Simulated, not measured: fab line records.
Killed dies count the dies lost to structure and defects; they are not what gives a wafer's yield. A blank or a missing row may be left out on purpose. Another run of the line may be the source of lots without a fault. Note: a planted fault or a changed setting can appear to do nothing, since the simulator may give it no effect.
Problem report, 8D (eight disciplines) form, completed by code | flow n5Finfet | the parts of the form that need people (team, actions taken, sign-off) are left out

1. WHAT WENT WRONG
oesProductAu at N5_BEOL_M0_SAQP_MANDREL_ETCH_20 reads a mean of 0.328 a.u. on 6 wafers of 2 lots; wafers without a fault read 0.776 a.u. with a standard deviation of 0.016. That is -28 standard deviations from the usual mean.
The step: etches a-Si in HBr/Cl2, stops on SiNx, target depth 60 nm, bt time 10 s, time 30 s.
Seen first at day 7 01:50 on rieSi-04, wafer L180.3. At this step, 41 wafers from 14 lots have a number in the record. Rule for "out" (also "out of limits"): further than 4 standard deviations from the usual mean. Any other wafer with a number is counted as sound.

2. WHAT IT IS; WHAT IT IS NOT
question                    | is                     | is not
which readings at this step | oesProductAu           | HBr_flow_sccm, heBacksideLeakSccm
which lots                  | L180, L185             | L174, L175, L176, L186, L187, L189, L190, L192, L194, L195, L196, L197
which wafers of those lots  | all that have a number | -
read on which tools         | rieSi-04, rieSi-05     | rieSi-02
when                        | from day 7 01:50       | up to then (9 sound wafers); but 26 sound wafers of L186, L187, L189, L190, L192, L194, L195, L196, L197 came after

3. SUSPECTS, AND WHAT RULES EACH OUT
Counting: a tool at a process step up to the reading stays a suspect if it ran every lot that is out and no sound lot after the first of them.
- rieDiel-06 at N5_BEOL_M0_SAQP_ETCH_84 (etches SOC in N2/H2, target depth 100 nm, overetch 20 nm, time 150 s): ruled out as a lasting fault. After its first lot that is out, L180 (day 7 01:38), sound lots L197 ran on it.
- rieDiel-06 at N5_BEOL_M0_SAQP_HM_OPEN_112 (chemistry CHF3/O2, target SiO2, stops on a-Si, target depth 12 nm, time 13.5 s): ruled out as a lasting fault. After its first lot that is out, L180 (day 7 01:44), sound lots L197 ran on it.
Left after counting: nothing in the record.

4. THE CAUSE (what the simulator had put in)
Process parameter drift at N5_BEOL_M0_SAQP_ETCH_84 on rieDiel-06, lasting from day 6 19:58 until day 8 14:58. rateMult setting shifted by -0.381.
Counting ruled it out, wrongly: the rule takes a fault to strike every lot that its tool runs from its start on, and this one did not.

5. THE EFFECT CHAIN, in route order
Rows list readings where the struck wafers' mean (over those with a number) sits beyond 3 standard deviations from the usual. Scope: only readings with a usual standard deviation given in the record; hours: median across lots of the time from each lot's start at the first step in this table that gives one to its start at this step; sigmas: change in usual standard deviations.
hours | step                            | reading      | usual      | on struck wafers | change | sigmas
0     | N5_BEOL_M0_SAQP_HM_OPEN_112     | oesProductAu | 0.52 a.u.  | 0.31             | -0.21  | -3.6
0     | N5_BEOL_M0_SAQP_MANDREL_ETCH_20 | oesProductAu | 0.776 a.u. | 0.328            | -0.449 | -28
The process steps in it:
- N5_BEOL_M0_SAQP_HM_OPEN_112: chemistry CHF3/O2, target SiO2, stops on a-Si, target depth 12 nm, time 13.5 s.
- N5_BEOL_M0_SAQP_MANDREL_ETCH_20: etches a-Si in HBr/Cl2, stops on SiNx, target depth 60 nm, bt time 10 s, time 30 s.
Readings that are blank on the struck wafers while sound wafers have them: cdNm at N5_BEOL_M0_SAQP_CD_MEAS_25; cdNm at N5_BEOL_M0_SAQP_CD_MEAS_29.

6. HOW IT WOULD HAVE BEEN CAUGHT EARLIER
In this record the first reading out of limits was taken at day 7 01:50, 6 hours after the fault began at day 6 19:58.
Tool readings at N5_BEOL_M0_SAQP_ETCH_84 with a usual standard deviation given in the record: none out on any struck wafer, hence no alarm at a limit of 4 standard deviations on them.
